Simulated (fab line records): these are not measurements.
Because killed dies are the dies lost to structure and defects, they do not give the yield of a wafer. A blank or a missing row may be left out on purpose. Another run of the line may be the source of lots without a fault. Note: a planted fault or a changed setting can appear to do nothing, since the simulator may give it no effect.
fab line records -- flow n5Finfet
[record] lots = 9, wafers = 26, lastDay = 17
route steps=1938 shown BEOL_M0@721 BEOL_M4@1111 PASSIVATION@1936
lots with no fault: from the same line, run without faults
startH: hours from the record's opening day to when the first of the lot's shown wafers began -- waitH: hours since the lot's step before -- " repeats the value in the row above -- L1.1+2: one row covering several wafers at once -- - either no value or no given start -- * or withheld: withheld -- < > ~ a bound
route shown NAME@n: a module of which the file shows steps, and the number in the route of the first -- usual: average and standard deviation across the fault-free wafers -- same: alike in all rows -- chamber/n: place in a boat -- sites: the reading at each site -- _std_site: the standard deviation of these -- _edge_site: outer sites' mean less inner sites' -- radiusMm: for every site, how far away it sits from the centre of the wafer -- mask NAME#n: copy n -- behind: the most recent tool/chamber to have shaped the wafer -- hold: cause of the lot's hold/its duration in hours/its outcome -- device: whichever transistor did not switch (one of n, p or np) -- end of line: tests run on the same wafers once the route is complete -- a step without rows: its recipe alone -- killed: dies that structure and defects cost at the first sort, which is not the same as the wafer's yield -- map: dies across one wafer; x = killed, . = not, _ = none there
set.NAME: the setting as run; set.NAME@STEP: as run at that earlier step -- model.NAME: the simulator's own value behind a step, which no gauge read
route steps across a sampled set of lots; one table per step, one row per wafer
services: the hour from which a tool's chamber was out of use, counted from the record's first day as startH (under 0 if before that day), plus the number of hours and why
[[steps]]
[step N5_BEOL_M0_TRENCH_ETCH_107]
[recipe] chemistry = C4F6/O2, targetDepthA = 328, target = SiOC, timeS = 16.4, ionEnergyEv = 250, pressureMtorr = 30, sourceW = 355, biasW = 185, Ar_flow_sccm = 300, C4F6_flow_sccm = 10, O2_flow_sccm = 10
[usual] drypumpMotorCurrentA = 5.5/0.34, oesProductAu = 0.76/0.08, rfVppV = 665/13, showerheadPlenumPTorr = 2.91/0.064, throttleValvePct = 20.89/0.13
lot.wafer,tool,chamber,startH,waitH,drypumpMotorCurrentA,oesProductAu,rfHoursCounterH,rfVppV,showerheadPlenumPTorr,throttleValvePct
L779.4,rieDiel-06,1,122.69,0.0,5.6,0.72,-,686,2.94,20.71
L779.5,rieDiel-06,0,122.69,0.0,5.2,0.79,-,677,2.99,21.10
L779.6,rieDiel-06,2,122.69,0.0,4.9,0.75,-,675,2.98,20.73
L781.2,rieDiel-01,0,134.60,0.0,5.6,0.70,214,641,2.96,20.81
L781.4,rieDiel-01,3,134.60,0.0,5.3,0.73,198,670,2.84,20.82
L781.6,rieDiel-01,3,134.60,0.0,5.2,0.72,-,671,2.84,20.83
L783.3,rieDiel-02,1,151.28,0.0,5.7,0.71,190,676,2.94,20.99
L783.4,rieDiel-02,3,151.28,0.0,5.9,0.76,127,660,2.85,20.94
L783.5,rieDiel-02,3,151.28,0.0,5.9,0.76,-,659,2.85,20.93
L785.1,rieDiel-06,0,165.89,0.0,5.2,0.78,125,676,2.98,21.11
L785.3,rieDiel-06,1,165.89,0.0,5.6,0.72,206,684,2.93,20.72
L785.4,rieDiel-06,2,165.89,0.0,4.9,0.74,167,677,2.98,20.75
L788.2,rieDiel-06,2,177.93,0.0,4.9,0.73,171,676,2.97,20.74
L788.5,rieDiel-06,0,177.93,0.0,5.2,0.79,-,679,2.98,21.12
L796.1,rieDiel-01,0,214.61,0.0,5.6,0.68,247,641,2.94,20.84
L796.5,rieDiel-01,0,214.61,0.0,5.6,0.67,-,641,2.94,20.84
L796.6,rieDiel-01,1,214.61,0.0,6.1,0.80,-,647,2.85,20.74
L798.1,rieDiel-02,2,237.17,0.0,5.4,0.70,239,674,2.92,21.00
L798.3,rieDiel-02,0,237.17,0.0,5.2,0.86,51,661,3.00,20.81
L798.5,rieDiel-02,2,237.17,0.0,5.4,0.70,-,675,2.92,21.00
L800.3,rieDiel-02,0,243.93,0.0,5.3,0.87,54,663,2.99,20.81
L800.5,rieDiel-02,2,243.93,0.0,5.4,0.70,-,673,2.92,20.99
L800.6,rieDiel-02,3,243.93,0.0,5.8,0.73,-,659,2.83,20.99
L801.1,rieDiel-06,2,252.05,0.0,4.9,0.70,197,676,2.96,20.78
L801.3,rieDiel-06,3,252.05,0.0,5.6,0.90,47,645,2.79,20.96
L801.5,rieDiel-06,0,252.05,0.0,5.2,0.75,-,679,2.96,21.16
[step N5_BEOL_M0_STRIP_142]
[recipe] chemistry = N2/H2, timeS = 10, powerW = 450, tempC = 40, pressureMtorr = 20, rfFrequencyHz = 6e+07, biasPowerW = 7, n2FlowSccm = 200, h2FlowSccm = 200
[usual] drypumpMotorCurrentA = 5.5/0.34, h2FlowSccm = 199.9/0.55, oesProductAu = 0.76/0.08, rfVppV = 59.3/0.85, showerheadPlenumPTorr = 2.59/0.063, throttleValvePct = 23.69/0.25
lot.wafer,tool,chamber,startH,waitH,drypumpMotorCurrentA,h2FlowSccm,oesProductAu,rfHoursCounterH,rfVppV,showerheadPlenumPTorr,throttleValvePct
L779.4,rieDiel-06,1,122.73,0.0,5.6,199.7,0.73,-,60.6,2.61,23.19
L779.5,rieDiel-06,0,122.73,0.0,5.2,199.5,0.79,-,59.9,2.66,24.16
L779.6,rieDiel-06,2,122.73,0.0,4.9,199.9,0.75,-,59.7,2.63,23.50
L781.2,rieDiel-01,0,134.62,0.0,5.6,200.4,0.71,214,60.8,2.62,23.57
L781.4,rieDiel-01,3,134.62,0.0,5.2,200.6,0.74,198,59.4,2.52,23.62
L781.6,rieDiel-01,3,134.62,0.0,5.3,200.0,0.74,-,59.8,2.52,23.62
L783.3,rieDiel-02,1,151.30,0.0,5.7,200.6,0.71,190,59.0,2.64,24.14
L783.4,rieDiel-02,3,151.30,0.0,5.8,199.7,0.76,127,56.6,2.54,23.58
L783.5,rieDiel-02,3,151.30,0.0,5.9,199.5,0.76,-,58.9,2.54,23.56
L785.1,rieDiel-06,0,165.91,0.0,5.2,199.7,0.78,125,60.2,2.66,24.18
L785.3,rieDiel-06,1,165.91,0.0,5.6,199.6,0.72,206,59.3,2.60,23.20
L785.4,rieDiel-06,2,165.91,0.0,5.0,201.0,0.74,167,59.3,2.63,23.53
L788.2,rieDiel-06,2,177.95,0.0,5.0,200.7,0.74,171,59.4,2.63,23.52
L788.5,rieDiel-06,0,177.95,0.0,5.2,200.4,0.78,-,59.9,2.66,24.18
L796.1,rieDiel-01,0,214.63,0.0,5.6,201.2,0.69,247,59.6,2.61,23.60
L796.5,rieDiel-01,0,214.63,0.0,5.6,201.5,0.68,-,58.5,2.61,23.61
L796.6,rieDiel-01,1,214.63,0.0,6.2,199.7,0.80,-,57.8,2.56,23.75
L798.1,rieDiel-02,2,237.19,0.0,5.4,199.5,0.69,239,60.2,2.60,23.60
L798.3,rieDiel-02,0,237.19,0.0,5.2,199.7,0.87,51,59.5,2.70,23.74
L798.5,rieDiel-02,2,237.19,0.0,5.5,200.3,0.69,-,57.9,2.60,23.60
L800.3,rieDiel-02,0,243.95,0.0,5.2,200.1,0.86,54,59.6,2.70,23.75
L800.5,rieDiel-02,2,243.95,0.0,5.4,200.7,0.68,-,59.2,2.60,23.59
L800.6,rieDiel-02,3,243.95,0.0,5.9,200.8,0.74,-,60.3,2.53,23.62
L801.1,rieDiel-06,2,252.07,0.0,5.0,199.7,0.71,197,59.8,2.62,23.56
L801.3,rieDiel-06,3,252.07,0.0,5.6,199.7,0.89,47,57.8,2.47,23.73
L801.5,rieDiel-06,0,252.07,0.0,5.2,200.0,0.76,-,59.4,2.64,24.22
[step N5_BEOL_M0_DEGAS_112]
[recipe] ambient = vacuum, tempC = 250, timeS = 60
[usual] heaterPowerW = 325/33
lot.wafer,tool,chamber,startH,waitH,heaterPowerW
L779.4,pvdSputter-03,-,123.33,0.3,272
L779.5,pvdSputter-03,-,123.33,0.3,266
L779.6,pvdSputter-03,-,123.33,0.3,340
L781.2,pvdSputter-03,-,135.95,0.0,264
L781.4,pvdSputter-03,-,135.95,0.0,301
L781.6,pvdSputter-03,-,135.95,0.0,364
L783.3,pvdSputter-02,-,151.76,0.1,333
L783.4,pvdSputter-02,-,151.76,0.1,301
L783.5,pvdSputter-02,-,151.76,0.1,320
L785.1,pvdSputter-02,-,166.87,0.5,350
L785.3,pvdSputter-02,-,166.87,0.5,325
L785.4,pvdSputter-02,-,166.87,0.5,302
L788.2,pvdSputter-01,-,180.72,2.3,385
L788.5,pvdSputter-01,-,180.72,2.3,318
L796.1,pvdSputter-01,-,215.54,0.5,322
L796.5,pvdSputter-01,-,215.54,0.5,386
L796.6,pvdSputter-01,-,215.54,0.5,312
L798.1,pvdSputter-01,-,237.88,0.2,303
L798.3,pvdSputter-01,-,237.88,0.2,306
L798.5,pvdSputter-01,-,237.88,0.2,312
L800.3,pvdSputter-02,-,244.99,0.7,345
L800.5,pvdSputter-02,-,244.99,0.7,351
L800.6,pvdSputter-02,-,244.99,0.7,323
L801.1,pvdSputter-03,-,252.87,0.5,370
L801.3,pvdSputter-03,-,252.87,0.5,335
L801.5,pvdSputter-03,-,252.87,0.5,356
[step N5_BEOL_M0_ALD_136]
[recipe] material = TaN, targetThkA = *, tempC = 275, aldPrecursorFamily = PDMAT, aldCoReactant = NH3, pressureTorr = 3, carrierFlowSccm = 1500, pulseTimeS = 2, purgeTimeS = 3, coReactantPurgeTimeS = 2, coReactantPulseTimeS = 3, aldCycles = 30, precursorVesselTempC = 75, precursorVesselPressureTorr = 26.25, precursorVesselCarrierSccm = 1000
[usual] aldCycles = 30/0, heaterPowerW = 434/41, precursorVesselCarrierSccm = 1000.2/3
lot.wafer,tool,chamber,startH,waitH,aldCycles,heaterPowerW,precursorVesselCarrierSccm
L779.4,aldMetal-01,2,123.45,0.1,30,446,1001.7
L779.5,aldMetal-01,1,123.45,0.1,30,406,995.9
L779.6,aldMetal-01,2,123.45,0.1,30,438,1002.6
L781.2,aldMetal-02,1,136.05,0.0,30,424,1001.5
L781.4,aldMetal-02,2,136.05,0.0,30,487,995.0
L781.6,aldMetal-02,1,136.05,0.0,30,433,997.4
L783.3,aldMetal-02,3,151.86,0.0,33,456,999.6
L783.4,aldMetal-02,0,151.86,0.0,30,412,997.7
L783.5,aldMetal-02,2,151.86,0.0,33,462,995.6
L785.1,aldMetal-01,2,166.97,0.0,30,457,1000.4
L785.3,aldMetal-01,1,166.97,0.0,30,403,1003.5
L785.4,aldMetal-01,3,166.97,0.0,30,401,1002.2
L788.2,aldMetal-02,0,181.03,0.2,30,418,997.6
L788.5,aldMetal-02,3,181.03,0.2,33,454,1005.4
L796.1,aldMetal-03,2,215.65,0.0,30,372,1004.3
L796.5,aldMetal-03,0,215.65,0.0,30,552,996.1
L796.6,aldMetal-03,1,215.65,0.0,30,463,1001.7
L798.1,aldMetal-01,0,238.00,0.1,30,406,999.3
L798.3,aldMetal-01,1,238.00,0.1,30,413,1004.5
L798.5,aldMetal-01,1,238.00,0.1,30,393,1002.3
L800.3,aldMetal-02,2,245.11,0.1,30,473,999.9
L800.5,aldMetal-02,3,245.11,0.1,30,467,1003.9
L800.6,aldMetal-02,2,245.11,0.1,30,465,1005.9
L801.1,aldMetal-02,2,253.03,0.1,30,480,997.4
L801.3,aldMetal-02,1,253.03,0.1,30,433,995.1
L801.5,aldMetal-02,2,253.03,0.1,30,478,1001.0
[step N5_BEOL_M4_RC_MEAS_101]
[usual] DIBL_N = 36.1/1.6, DIBL_P = 36.6/1.9, IOFF_N = 0.160/0.026, IOFF_P = 0.210/0.028, ION_N = 677/10, ION_P = 464/6.9, SS_N = 71.4/0.56, SS_P = 73.3/0.61, VT_N = 249.1/2.6, VT_P = -250/3.3
lot.wafer,tool,chamber,startH,waitH,DIBL_N[mV/V],DIBL_P[mV/V],IOFF_N[nA/um],IOFF_P[nA/um],ION_N[uA/um],ION_P[uA/um],SS_N[mV/dec],SS_P[mV/dec],VT_N[mV],VT_P[mV]
L779.4,prober-01,0,167.43,0.5,36.5,35.3,0.142,0.179,670,466,71.4,73.5,250.7,-255
L779.5,prober-01,0,167.43,0.5,38.0,38.2,0.173,0.216,682,468,71.7,74.4,249.5,-250
L779.6,prober-01,0,167.43,0.5,36.2,35.1,0.145,0.173,679,460,71.7,73.0,250.8,-255
L781.2,prober-01,0,181.88,0.2,36.4,38.0,0.166,0.235,695,483,71.1,73.5,247.1,-245
L781.4,prober-01,0,181.88,0.2,34.7,36.5,0.136,0.211,672,472,71.5,72.5,252.0,-249
L781.6,prober-01,0,181.88,0.2,35.3,36.5,0.143,0.214,683,473,71.5,73.6,250.8,-247
L783.3,prober-02,0,207.55,0.3,35.6,36.2,0.157,0.204,668,458,71.2,73.5,250.6,-252
L783.4,prober-02,0,207.55,0.3,34.9,35.3,0.144,0.190,678,466,70.7,73.0,251.0,-250
L783.5,prober-02,0,207.55,0.3,33.4,33.9,0.128,0.175,662,460,71.4,72.2,250.9,-254
L785.1,prober-01,0,215.79,0.0,38.0,38.7,0.172,0.209,681,461,71.2,73.9,251.7,-252
L785.3,prober-01,0,215.79,0.0,37.6,38.7,0.176,0.210,683,456,71.5,74.3,246.0,-253
L785.4,prober-01,0,215.79,0.0,38.1,38.3,0.159,0.192,679,459,71.7,73.7,251.9,-253
L788.2,prober-01,0,235.68,0.2,37.0,36.2,0.134,0.190,681,463,71.4,73.1,250.9,-253
L788.5,prober-01,0,235.68,0.2,36.6,34.9,0.134,0.172,663,460,70.8,73.1,252.4,-254
L798.1,prober-02,0,283.77,0.0,38.1,39.7,0.212,0.267,687,473,71.9,74.3,243.8,-244
L798.3,prober-02,0,283.77,0.0,33.5,34.0,0.131,0.178,685,471,70.5,72.3,251.5,-249
L798.5,prober-02,0,283.77,0.0,35.5,36.6,0.159,0.222,686,474,70.9,73.9,248.0,-243
L796.1,prober-01,0,284.15,0.0,37.3,38.8,0.190,0.216,691,462,72.7,73.5,250.1,-250
L796.5,prober-01,0,284.15,0.0,38.5,41.1,0.215,0.266,694,470,72.8,73.8,246.7,-249
L796.6,prober-01,0,284.15,0.0,37.3,39.1,0.184,0.224,680,460,72.4,72.9,249.1,-251
L801.1,prober-02,0,295.72,0.0,35.4,33.3,0.125,0.197,661,459,71.2,73.2,252.5,-250
L801.3,prober-02,0,295.72,0.0,34.4,33.6,0.127,0.199,671,469,70.7,73.0,251.0,-249
L801.5,prober-02,0,295.72,0.0,36.7,35.4,0.148,0.233,662,463,71.7,73.4,249.6,-249
L800.3,prober-02,0,311.66,0.3,37.6,38.1,0.174,0.210,688,464,71.7,73.8,248.4,-252
L800.5,prober-02,0,311.66,0.3,35.0,36.6,0.144,0.189,675,459,71.2,72.9,250.1,-255
L800.6,prober-02,0,311.66,0.3,35.9,36.8,0.145,0.185,672,452,71.4,73.8,251.0,-253
[step N5_PASSIVATION_PROBE_49]
[usual] defectLimitedYield = 91.3/1.5, killed_at_M0_to_M3 = 34/10, killed_at_M4_up = 13/4.9, killedAtContacts = 13/6.1, killedAtFrontEnd = 39/13, killedAtOther = 4.1/2.7, killedDies = 103/18, killedOnRim = 13/4.3, killedOpen = 68/13, killedShort = 32/7.6, sort_bin_5_function = 5.2/1, sort_bin_6_memory = 3.2/0.75, sortNPass = 1077/18, sortYieldPct = 91.3/1.5
[same] grossDies = 1180, killedAtBackSide = 0, sort_bin_4_leakage[%] = 0, sort_bin_8_speed[%] = 0
lot.wafer,tool,chamber,startH,waitH,defectLimitedYield[%],killed_at_M0_to_M3,killed_at_M4_up,killedAtContacts,killedAtFrontEnd,killedAtOther,killedDies,killedOnRim,killedOpen,killedShort,sort_bin_5_function[%],sort_bin_6_memory[%],sortNPass,sortYieldPct[%]
L779.4,prober-02,-,264.17,0.2,90.9,28,20,14,42,3,107,16,71,33,5.3,3.6,1073,90.9
L779.5,prober-02,-,264.22,0.2,91.4,17,15,12,55,3,102,18,56,39,5.3,2.9,1078,91.4
L779.6,prober-02,-,264.27,0.3,94.3,26,11,9,19,2,67,9,52,14,3.4,2.1,1113,94.3
L783.3,prober-01,-,313.25,0.1,92.0,33,7,9,35,10,94,12,58,34,4.0,3.6,1086,92.0
L783.4,prober-01,-,313.30,0.2,92.6,30,14,7,31,5,87,12,51,27,3.9,3.1,1093,92.6
L783.5,prober-01,-,313.35,0.2,90.4,43,10,9,39,12,113,12,77,30,6.6,2.7,1067,90.4
L785.1,prober-02,-,322.10,0.0,90.7,52,24,10,23,1,110,9,54,52,4.8,3.9,1070,90.7
L785.3,prober-02,-,322.20,0.1,90.2,54,13,8,40,1,116,12,74,39,5.3,4.2,1064,90.2
L785.4,prober-02,-,322.25,0.2,90.3,50,15,24,21,5,115,17,80,29,5.8,3.8,1065,90.3
L788.2,prober-01,-,334.97,0.1,90.3,45,14,9,42,5,115,19,71,37,5.6,3.9,1065,90.3
L788.5,prober-01,-,335.12,0.2,92.6,41,16,5,22,3,87,12,57,28,4.1,3.1,1093,92.6
L801.1,prober-01,-,398.97,0.0,91.4,32,6,18,38,7,101,9,63,35,5.3,2.7,1079,91.4
L801.3,prober-01,-,399.07,0.1,93.0,29,15,4,27,8,83,9,64,19,3.6,3.2,1097,93.0
L801.5,prober-01,-,399.17,0.2,90.8,23,11,10,55,10,109,12,66,41,6.2,2.7,1071,90.8
L800.3,prober-02,-,416.97,0.1,90.1,52,7,16,41,1,117,19,76,39,6.1,3.4,1063,90.1
L800.5,prober-02,-,417.07,0.2,89.9,40,14,17,45,3,119,12,73,41,6.4,3.3,1061,89.9
L800.6,prober-02,-,417.12,0.3,90.3,53,13,16,31,2,115,12,78,35,6.3,3.1,1065,90.3
// killed by level:class
L779.4 BEOL_M4:geometricParticle:open=11 FIN_SAQP:geometricParticle:short=10 STI_FIN_REVEAL:geometricParticle:open=10 MOL_CONTACT_COAG:geometricParticle:open=8 BEOL_M1:geometricParticle:open=7 BEOL_M3:geometricParticle:open=7 MOL_CONTACT_COAG:geometricParticle:short=6 BEOL_M0_SAQP:geometricParticle:open=5
L779.5 STI_FIN_REVEAL:geometricParticle:open=10 FIN_SAQP:geometricParticle:short=8 MOL_CONTACT_COAG:geometricParticle:open=8 STI_FIN_REVEAL:geometricParticle:short=7 BEOL_M4:geometricParticle:open=6 FIN_SAQP:geometricParticle:open=5 BEOL_M0_SAQP:geometricParticle:open=4 GATE_CUT:geometricParticle:short=4
L779.6 BEOL_M3:geometricParticle:open=10 MOL_CONTACT_COAG:geometricParticle:open=8 FIN_SAQP:geometricParticle:open=6 BEOL_M0_SAQP:geometricParticle:open=6 STI_FIN_REVEAL:geometricParticle:open=3 BEOL_M2:geometricParticle:open=3 BEOL_M4:geometricParticle:open=3 BEOL_M0_SAQP:geometricParticle:short=2
L783.3 BEOL_M0_SAQP:geometricParticle:short=11 BEOL_M1:geometricParticle:open=8 FIN_SAQP:geometricParticle:short=7 MOL_CONTACT_COAG:geometricParticle:open=7 FIN_SAQP:geometricParticle:open=5 GATE_CUT:geometricParticle:open=5 GATE_CUT:geometricParticle:short=5 BEOL_M0_SAQP:geometricParticle:open=5
L783.4 FIN_SAQP:geometricParticle:open=9 BEOL_M0_SAQP:geometricParticle:open=8 BEOL_M0_SAQP:geometricParticle:short=7 MOL_CONTACT_COAG:geometricParticle:open=6 GATE_CUT:geometricParticle:short=5 BEOL_M4:geometricParticle:open=5 HKMG_FIN:areaEtch=5 BEOL_M3:geometricParticle:open=4
L783.5 FIN_SAQP:geometricParticle:open=20 BEOL_M0_SAQP:geometricParticle:open=15 BEOL_M0_SAQP:geometricParticle:short=9 BEOL_M2:geometricParticle:open=7 FIN_SAQP:geometricParticle:short=6 MOL_CONTACT_COAG:geometricParticle:open=6 MOL_CONTACT_COAG:geometricParticle:short=3 BEOL_M4:geometricParticle:open=3
L785.1 BEOL_M0_SAQP:geometricParticle:short=18 BEOL_M0_SAQP:geometricParticle:open=12 BEOL_M2:geometricParticle:open=8 GATE_CUT:geometricParticle:short=7 BEOL_M4:geometricParticle:open=7 MOL_CONTACT_COAG:geometricParticle:open=5 BEOL_M4:geometricParticle:short=5 BEOL_M3:geometricParticle:open=5
L785.3 BEOL_M0_SAQP:geometricParticle:open=16 BEOL_M0_SAQP:geometricParticle:short=13 FIN_SAQP:geometricParticle:open=9 GATE_CUT:geometricParticle:short=7 MOL_CONTACT_COAG:geometricParticle:open=7 BEOL_M3:geometricParticle:open=7 FIN_SAQP:geometricParticle:short=6 BEOL_M1:geometricParticle:open=5
L785.4 MOL_CONTACT_COAG:geometricParticle:open=18 BEOL_M0_SAQP:geometricParticle:open=13 BEOL_M2:geometricParticle:open=10 BEOL_M0_SAQP:geometricParticle:short=7 BEOL_M3:geometricParticle:open=7 MOL_CONTACT_COAG:geometricParticle:short=5 BEOL_M1:geometricParticle:open=5 BEOL_M7:geometricParticle:open=4
L788.2 BEOL_M0_SAQP:geometricParticle:short=11 BEOL_M1:geometricParticle:open=9 BEOL_M2:geometricParticle:open=8 STARTING-WAFER:geometricParticle:open=6 STI_FIN_REVEAL:geometricParticle:open=5 MOL_CONTACT_COAG:geometricParticle:open=5 FIN_SAQP:geometricParticle:open=4 DUMMY_GATE:geometricParticle:open=4
L788.5 BEOL_M1:geometricParticle:open=10 BEOL_M0_SAQP:geometricParticle:open=8 FIN_SAQP:geometricParticle:short=6 BEOL_M4:geometricParticle:open=6 FIN_SAQP:geometricParticle:open=5 MOL_CONTACT_COAG:geometricParticle:open=5 BEOL_M0_SAQP:geometricParticle:short=5 BEOL_M2:geometricParticle:open=5
L801.1 MOL_CONTACT_COAG:geometricParticle:open=12 BEOL_M2:geometricParticle:open=9 BEOL_M3:geometricParticle:open=7 BEOL_M0_SAQP:geometricParticle:short=6 BEOL_M1:geometricParticle:open=6 FIN_SAQP:geometricParticle:open=5 STI_FIN_REVEAL:geometricParticle:open=5 DUMMY_GATE:geometricParticle:open=5
L801.3 BEOL_M1:geometricParticle:open=9 BEOL_M4:geometricParticle:open=8 FIN_SAQP:geometricParticle:open=7 STI_FIN_REVEAL:geometricParticle:open=5 BEOL_M3:geometricParticle:open=5 BEOL_M2:geometricParticle:open=4 DUMMY_GATE:geometricParticle:open=3 MOL_CONTACT_COAG:geometricParticle:open=3
L801.5 STI_FIN_REVEAL:geometricParticle:open=16 FIN_SAQP:geometricParticle:short=11 FIN_SAQP:geometricParticle:open=10 GATE_CUT:geometricParticle:short=7 MOL_CONTACT_COAG:geometricParticle:open=7 BEOL_M0_SAQP:geometricParticle:open=6 BEOL_M2:geometricParticle:open=5 BEOL_M4:geometricParticle:open=5
L800.3 STI_FIN_REVEAL:geometricParticle:open=19 BEOL_M0_SAQP:geometricParticle:short=15 MOL_CONTACT_COAG:geometricParticle:open=13 BEOL_M0_SAQP:geometricParticle:open=10 BEOL_M0:geometricParticle:open=6 STI_FIN_REVEAL:geometricParticle:short=5 BEOL_M1:geometricParticle:open=5 BEOL_M2:geometricParticle:open=5
L800.5 MOL_CONTACT_COAG:geometricParticle:open=12 FIN_SAQP:geometricParticle:short=10 STI_FIN_REVEAL:geometricParticle:open=10 BEOL_M3:geometricParticle:open=8 DUMMY_GATE:geometricParticle:open=7 BEOL_M0_SAQP:geometricParticle:open=7 GATE_CUT:geometricParticle:short=6 BEOL_M1:geometricParticle:open=6
L800.6 BEOL_M1:geometricParticle:open=17 STI_FIN_REVEAL:geometricParticle:open=13 MOL_CONTACT_COAG:geometricParticle:open=13 BEOL_M0_SAQP:geometricParticle:short=12 BEOL_M0_SAQP:geometricParticle:open=6 BEOL_M3:geometricParticle:open=6 BEOL_M4:geometricParticle:open=6 BEOL_M1:geometricParticle:short=5
[[services]]
tool,chamber,startH,hours,kind
rieDiel-02,1,101.25,2.7,repair
rieDiel-06,3,105.77,-,clean
rieDiel-06,3,105.77,-,consumableReplace:focusRing
rieDiel-06,3,105.77,17.6,scheduledDown
rieDiel-06,3,105.77,17.6,ventCycle
rieDiel-06,-,127.99,14.6,pm
pvdSputter-03,-,160.97,3.8,repair
aldMetal-01,0,182.43,6.3,repair
rieDiel-01,1,191.40,6.2,repair
pvdSputter-01,-,196.31,1.0,repair
rieDiel-06,2,200.16,11.6,repair
rieDiel-01,0,226.58,-,clean
rieDiel-01,0,226.58,-,consumableReplace:focusRing
rieDiel-01,0,226.58,21.1,scheduledDown
rieDiel-01,0,226.58,21.1,ventCycle
rieDiel-06,1,236.41,28.9,repair
rieDiel-01,-,239.89,2.8,pm
aldMetal-03,-,250.66,8.7,pm
[[key]]
[firstSign] step = N5_BEOL_M0_ALD_136, reading = aldCycles, direction = up, sigmas = 99+, usual = *, struck = *
effect none on later readings
metAt N5_BEOL_M0_ALD_136
struckLots L783,L788
struckWafers L783.3,L783.5,L788.5
notActingAt N5_BEOL_M0_TRENCH_ETCH_107,N5_BEOL_M0_STRIP_142,N5_BEOL_M0_DEGAS_112
onsetBetween 136.05 151.86
[fault] kind = processParameterDrift, tool = aldMetal-02, chamber = -, onsetH = 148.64, steps = N5_BEOL_M0_ALD_136, channel = aldCycles, offset = *, shape = step, endH = 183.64, scope = struckWafersOnly, actsIn = *, stated = *
